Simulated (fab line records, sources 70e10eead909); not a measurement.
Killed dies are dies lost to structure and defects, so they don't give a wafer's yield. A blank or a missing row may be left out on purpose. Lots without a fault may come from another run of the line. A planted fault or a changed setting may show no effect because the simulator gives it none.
Problem report in the 8D (eight disciplines) form, filled by code | flow nand_harc | the parts of the form that need people (team, actions taken, sign-off) are left out

1. THE PROBLEM
cd_nm at NHARC_A_CHANNEL_HOLE_D1_CD_MEAS_30 reads a mean of 0.4 nm on 9 wafers of 3 lots; wafers without a fault read 90.2 nm with a standard deviation of 0.87. That is -99 or more standard deviations from the usual mean.
First seen on wafer L553.2, day 13 09:18, on cd_sem-03. The record holds 30 wafers of 10 lots with a number at this step. Rule for "out", or "out of limits": more than 4 standard deviations from the usual mean. The other wafers with a number count as sound.

2. WHAT IT IS AND WHAT IT IS NOT
question                    | is                     | is not
which readings at this step | cd_nm                  | -
which lots                  | L553, L556, L557       | L540, L541, L542, L543, L546, L547, L558
which wafers of those lots  | all that have a number | -
read on which gauges        | cd_sem-01, cd_sem-03   | cd_sem-02
when                        | from day 13 09:18      | up to then (18 sound wafers); but 3 sound wafers of L558 came after

3. SUSPECTS, AND WHAT RULES EACH OUT
Counting: a tool at a process step up to the reading stays a suspect if it ran every lot that is out and no sound lot after the first of them.
- the gauge at NHARC_A_CHANNEL_HOLE_D1_CD_MEAS_30: ruled out. The wafers that are out were read on 2 gauges (cd_sem-01, cd_sem-03).
- har_etch-02 at NHARC_A_CHANNEL_HOLE_D1_ETCH_24 (etches the open film in C4F8/O2/Ar, time 906.2 s, target depth 1500 nm): kept. It ran every lot that is out, first L553 (day 13 05:16), and no sound lot after that; its last sound lot up to then is L547 (day 11 15:31).
Left after counting: har_etch-02 at NHARC_A_CHANNEL_HOLE_D1_ETCH_24.

4. THE CAUSE (what the simulator had put in)
Skipped step whole: har_etch-02, from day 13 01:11 on, at NHARC_A_CHANNEL_HOLE_D1_ETCH_24. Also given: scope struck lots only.
Counting left only this tool.

5. THE CHAIN OF EFFECTS, in route order
Each row: a reading whose mean over the struck wafers that have a number lies more than 3 standard deviations from the usual. Only readings for which the record gives a usual standard deviation are gone through. hours: the time from each lot's start at the first step in this table that gives one to its start at this step, as a median over the lots. sigmas: the change in usual standard deviations.
hours | step                               | reading         | usual   | on struck wafers | change | sigmas
0     | NHARC_A_CHANNEL_HOLE_D1_CD_MEAS_30 | cd_nm           | 90.2 nm | 0.4              | -89.8  | -99 or more
0     | NHARC_A_CHANNEL_HOLE_D1_XSEM_31    | bot_cd_nm       | 74.8 nm | 1.1              | -73.7  | -75
0     | NHARC_A_CHANNEL_HOLE_D1_XSEM_31    | bow_nm          | 8.63 nm | 0.50             | -8.13  | -31
253   | NHARC_END_SORT_01                  | killed_at_array | 26      | 674              | +648   | +75
253   | NHARC_END_SORT_01                  | killed_dies     | 30      | 677              | +647   | +73
The process steps in it:
- NHARC_A_CHANNEL_HOLE_D1_XSEM_31
Readings that are blank on the struck wafers while sound wafers have them: c4f8_flow_sccm at NHARC_A_CHANNEL_HOLE_D1_ETCH_24; chamber_pressure_mTorr at NHARC_A_CHANNEL_HOLE_D1_ETCH_24; drypump_motor_current_A at NHARC_A_CHANNEL_HOLE_D1_ETCH_24; mfc_ar_sccm at NHARC_A_CHANNEL_HOLE_D1_ETCH_24; showerhead_plenum_p_Torr at NHARC_A_CHANNEL_HOLE_D1_ETCH_24; throttle_valve_pct at NHARC_A_CHANNEL_HOLE_D1_ETCH_24.

6. WHAT WOULD HAVE CAUGHT IT SOONER
In this record the first reading out of limits at a measuring or inspecting step was taken at day 13 09:18, 8 hours after the fault began at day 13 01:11.
At NHARC_A_CHANNEL_HOLE_D1_ETCH_24 the tool's readings are blank on the struck wafers, where sound wafers have them: an empty tool record is the first sign, and it was there at once.
Of the lots that are out (3), L556, L557 began NHARC_A_CHANNEL_HOLE_D1_ETCH_24 on har_etch-02 after day 13 09:18. A hold on the tool at that time would have spared those 2.
